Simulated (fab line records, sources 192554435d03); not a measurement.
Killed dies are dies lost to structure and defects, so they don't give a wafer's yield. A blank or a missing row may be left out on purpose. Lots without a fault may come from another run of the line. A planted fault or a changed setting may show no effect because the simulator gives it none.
Chamber matching | flow n5_finfet | N5_BEOL_M7_PECVD_70 on pecvd-02: 3 sister chambers
The step deposits SiO2 from TEOS/O2, target thk 20 nm, time 22.7 s. 6 wafers are shown with their chamber, then 7 later ones without.

WAFERS WITH THEIR CHAMBER
wafer  | chamber | throttle_valve_pct (%) | showerhead_plenum_p_Torr (Torr)
L080.3 | 0       | 23.0                   | 8.78
L088.3 | 2       | 21.1                   | 8.85
L088.5 | 1       | 22.4                   | 8.84
L088.6 | 0       | 22.5                   | 8.77
L091.1 | 2       | 21.1                   | 8.83
L091.3 | 1       | 22.6                   | 8.79

WAFERS WITHOUT THEIR CHAMBER
wafer  | throttle_valve_pct (%) | showerhead_plenum_p_Torr (Torr)
L091.5 | 22.9                   | 8.76
L094.2 | 21.2                   | 8.82
L094.4 | 21.1                   | 8.83
L094.5 | 22.7                   | 8.76
L095.2 | 22.4                   | 8.83
L095.5 | 23.1                   | 8.77
L095.6 | 22.7                   | 8.82

WHICH CHAMBER EACH WENT THROUGH
wafer  | from the rows above     | in truth
L091.5 | 0                       | 0
L094.2 | 2                       | 2
L094.4 | 2                       | 2
L094.5 | can't be placed: 0 or 1 | 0
L095.2 | 1                       | 1
L095.5 | can't be placed: 0 or 1 | 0
L095.6 | can't be placed: 1 or 0 | 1
Placed correctly: 4 of 7. Can't be placed from these rows: 3 (the true chamber is among the candidates in 3). Placed wrongly: 0.
How it was worked out, from the rows above alone: a wafer's distance from a chamber is the root of the sum, over the readings, of the square of ((its reading less the chamber's mean) divided by the reading's scatter). The wafer belongs to the nearest chamber; if the next one is less than 2 further off, it can't be placed. A chamber's mean is the mean of its shown wafers. The scatter: the root of (the sum of the squares of (reading less its chamber's mean) over the shown wafers, divided by (wafers less chambers)).
